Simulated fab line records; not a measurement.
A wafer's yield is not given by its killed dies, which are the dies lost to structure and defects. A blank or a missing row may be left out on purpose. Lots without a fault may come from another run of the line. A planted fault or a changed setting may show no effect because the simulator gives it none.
Chamber matching :: flow nand-harc :: NHARC_P_ZERO_WELL_DESCUM_13 on rie-diel-01: 4 sister chambers
The step chemistry O2, time 3 s. 18 wafers are shown with their chamber, then 9 later ones without.

== EACH WAFER AND ITS CHAMBER ==
wafer: L074.1
chamber: 2
showerhead-plenum-p-Torr (Torr): 2.07
drypump-motor-current-A (A): 5.2
throttle-valve-pct (%): 11.288

wafer: L074.5
chamber: 2
showerhead-plenum-p-Torr (Torr): 2.07
drypump-motor-current-A (A): 5.2
throttle-valve-pct (%): 11.300

wafer: L074.6
chamber: 3
showerhead-plenum-p-Torr (Torr): 2.00
drypump-motor-current-A (A): 5.8
throttle-valve-pct (%): 11.307

wafer: L077.2
chamber: 3
showerhead-plenum-p-Torr (Torr): 2.00
drypump-motor-current-A (A): 5.9
throttle-valve-pct (%): 11.308

wafer: L077.3
chamber: 2
showerhead-plenum-p-Torr (Torr): 2.07
drypump-motor-current-A (A): 5.2
throttle-valve-pct (%): 11.320

wafer: L077.5
chamber: 2
showerhead-plenum-p-Torr (Torr): 2.07
drypump-motor-current-A (A): 5.2
throttle-valve-pct (%): 11.314

wafer: L079.2
chamber: 0
showerhead-plenum-p-Torr (Torr): 1.81
drypump-motor-current-A (A): 6.0
throttle-valve-pct (%): 11.319

wafer: L079.3
chamber: 3
showerhead-plenum-p-Torr (Torr): 2.00
drypump-motor-current-A (A): 5.8
throttle-valve-pct (%): 11.305

wafer: L079.6
chamber: 2
showerhead-plenum-p-Torr (Torr): 2.07
drypump-motor-current-A (A): 5.2
throttle-valve-pct (%): 11.288

wafer: L084.1
chamber: 3
showerhead-plenum-p-Torr (Torr): 2.00
drypump-motor-current-A (A): 5.8
throttle-valve-pct (%): 11.311

wafer: L084.4
chamber: 1
showerhead-plenum-p-Torr (Torr): 1.93
drypump-motor-current-A (A): 6.3
throttle-valve-pct (%): 11.298

wafer: L084.5
chamber: 3
showerhead-plenum-p-Torr (Torr): 2.00
drypump-motor-current-A (A): 5.8
throttle-valve-pct (%): 11.313

wafer: L085.2
chamber: 3
showerhead-plenum-p-Torr (Torr): 2.00
drypump-motor-current-A (A): 5.8
throttle-valve-pct (%): 11.314

wafer: L085.3
chamber: 0
showerhead-plenum-p-Torr (Torr): 1.81
drypump-motor-current-A (A): 6.0
throttle-valve-pct (%): 11.316

wafer: L085.6
chamber: 1
showerhead-plenum-p-Torr (Torr): 1.93
drypump-motor-current-A (A): 6.2
throttle-valve-pct (%): 11.287

wafer: L088.1
chamber: 2
showerhead-plenum-p-Torr (Torr): 2.06
drypump-motor-current-A (A): 5.2
throttle-valve-pct (%): 11.309

wafer: L088.4
chamber: 0
showerhead-plenum-p-Torr (Torr): 1.81
drypump-motor-current-A (A): 6.0
throttle-valve-pct (%): 11.304

wafer: L088.5
chamber: 1
showerhead-plenum-p-Torr (Torr): 1.93
drypump-motor-current-A (A): 6.3
throttle-valve-pct (%): 11.306

SIGNATURES (averages over the wafers above)
reading: showerhead-plenum-p-Torr
chamber 0: 1.8100
chamber 1: 1.9300
chamber 2: 2.0683
chamber 3: 2.0000
scatter within a chamber: 0.00244

reading: drypump-motor-current-A
chamber 0: 6.000
chamber 1: 6.267
chamber 2: 5.200
chamber 3: 5.817
scatter within a chamber: 0.0327

reading: throttle-valve-pct
chamber 0: 11.31300
chamber 1: 11.29700
chamber 2: 11.30317
chamber 3: 11.30967
scatter within a chamber: 0.00955
Rule: a wafer lies at a distance from a chamber equal to the root of the sum of squares, over the readings, of (its reading less the chamber's mean, divided by the reading's scatter). If the next closest chamber is less than 2 further off than the closest, the wafer can't be placed; otherwise it belongs to the closest. The scatter is the square root of a quotient: the sum, over the shown wafers, of each reading's squared deviation from its chamber's mean, divided by wafers minus chambers.

== WAFERS WITHOUT THEIR CHAMBER ==
wafer: L089.2
showerhead-plenum-p-Torr (Torr): 1.80
drypump-motor-current-A (A): 6.0
throttle-valve-pct (%): 11.323

wafer: L089.3
showerhead-plenum-p-Torr (Torr): 1.93
drypump-motor-current-A (A): 6.2
throttle-valve-pct (%): 11.305

wafer: L089.6
showerhead-plenum-p-Torr (Torr): 1.80
drypump-motor-current-A (A): 6.0
throttle-valve-pct (%): 11.326

wafer: L091.2
showerhead-plenum-p-Torr (Torr): 2.00
drypump-motor-current-A (A): 5.9
throttle-valve-pct (%): 11.308

wafer: L091.3
showerhead-plenum-p-Torr (Torr): 2.06
drypump-motor-current-A (A): 5.2
throttle-valve-pct (%): 11.304

wafer: L091.4
showerhead-plenum-p-Torr (Torr): 1.93
drypump-motor-current-A (A): 6.2
throttle-valve-pct (%): 11.322

wafer: L093.1
showerhead-plenum-p-Torr (Torr): 1.80
drypump-motor-current-A (A): 6.0
throttle-valve-pct (%): 11.294

wafer: L093.5
showerhead-plenum-p-Torr (Torr): 1.81
drypump-motor-current-A (A): 6.0
throttle-valve-pct (%): 11.302

wafer: L093.6
showerhead-plenum-p-Torr (Torr): 2.00
drypump-motor-current-A (A): 5.8
throttle-valve-pct (%): 11.302

== EACH ONE'S CHAMBER ==
wafer: L089.2
from the rows above: 0
in truth: 0

wafer: L089.3
from the rows above: 1
in truth: 1

wafer: L089.6
from the rows above: 0
in truth: 0

wafer: L091.2
from the rows above: 3
in truth: 3

wafer: L091.3
from the rows above: 2
in truth: 2

wafer: L091.4
from the rows above: 1
in truth: 1

wafer: L093.1
from the rows above: 0
in truth: 0

wafer: L093.5
from the rows above: 0
in truth: 0

wafer: L093.6
from the rows above: 3
in truth: 3
Correct placement for 9 of the 9. Left unplaced by these rows: 0. Wrongly placed: 0.
